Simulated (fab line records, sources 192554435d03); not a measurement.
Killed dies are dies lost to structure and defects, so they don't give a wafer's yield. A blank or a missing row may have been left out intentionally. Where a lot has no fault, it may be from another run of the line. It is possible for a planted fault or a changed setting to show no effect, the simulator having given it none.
Chamber matching -- flow n5Finfet -- N5_MIM_BOT_ETCH_ETCH_04 on rieDiel-04: 4 sister chambers
The step etches SiNx in CF4/O2, target depth 26 nm, time 13 s. 16 wafers are shown with their chamber, then 8 later ones without.

== WAFERS PAIRED WITH THEIR CHAMBERS ==
wafer,chamber,showerheadPlenumPTorr (Torr),rfVppV (V),throttleValvePct (%)
L075.2,2,2.14,235,15.91
L075.4,1,2.25,232,16.24
L075.6,3,2.19,238,15.99
L076.1,1,2.25,233,16.23
L076.2,3,2.19,239,15.99
L076.5,1,2.25,231,16.25
L077.1,2,2.14,236,15.94
L077.3,0,2.31,246,15.78
L077.5,0,2.31,246,15.78
L081.3,3,2.19,239,16.03
L081.4,3,2.19,239,16.02
L081.5,0,2.31,246,15.79
L084.1,0,2.31,248,15.79
L084.3,1,2.24,233,15.74
L084.6,2,2.14,238,15.99
L088.1,2,2.13,236,15.99

SIGNATURES (means of the wafers above)
reading,chamber 0,chamber 1,chamber 2,chamber 3,scatter within a chamber
showerheadPlenumPTorr,2.3100,2.2475,2.1375,2.1900,0.00354
rfVppV,246.50,232.25,236.25,238.75,0.968
throttleValvePct,15.7850,16.1150,15.9575,16.0075,0.127
Rule: a wafer lies at a distance from a chamber equal to the root of the sum of squares, over the readings, of (its reading less the chamber's mean, divided by the reading's scatter). The wafer belongs to the nearest chamber; if the next one is less than 2 further off, it can't be placed. The scatter: the root of (the sum of the squares of (reading less its chamber's mean) over the shown wafers, divided by (wafers less chambers)).

== WAFERS WITHOUT THEIR CHAMBER ==
wafer,showerheadPlenumPTorr (Torr),rfVppV (V),throttleValvePct (%)
L088.2,2.24,232,15.79
L088.5,2.31,245,15.83
L089.1,2.24,232,15.78
L089.3,2.18,238,16.07
L089.4,2.31,246,15.81
L097.1,2.12,235,16.05
L097.2,2.23,233,15.85
L097.3,2.29,246,15.88

== THE CHAMBER EACH PASSED THROUGH ==
wafer,from the rows above,in truth
L088.2,1,1
L088.5,0,0
L089.1,1,1
L089.3,3,3
L089.4,0,0
L097.1,2,2
L097.2,1,1
L097.3,0,0
Correct placement for 8 of the 8. Not placeable from these rows: 0. Wrongly placed: 0.
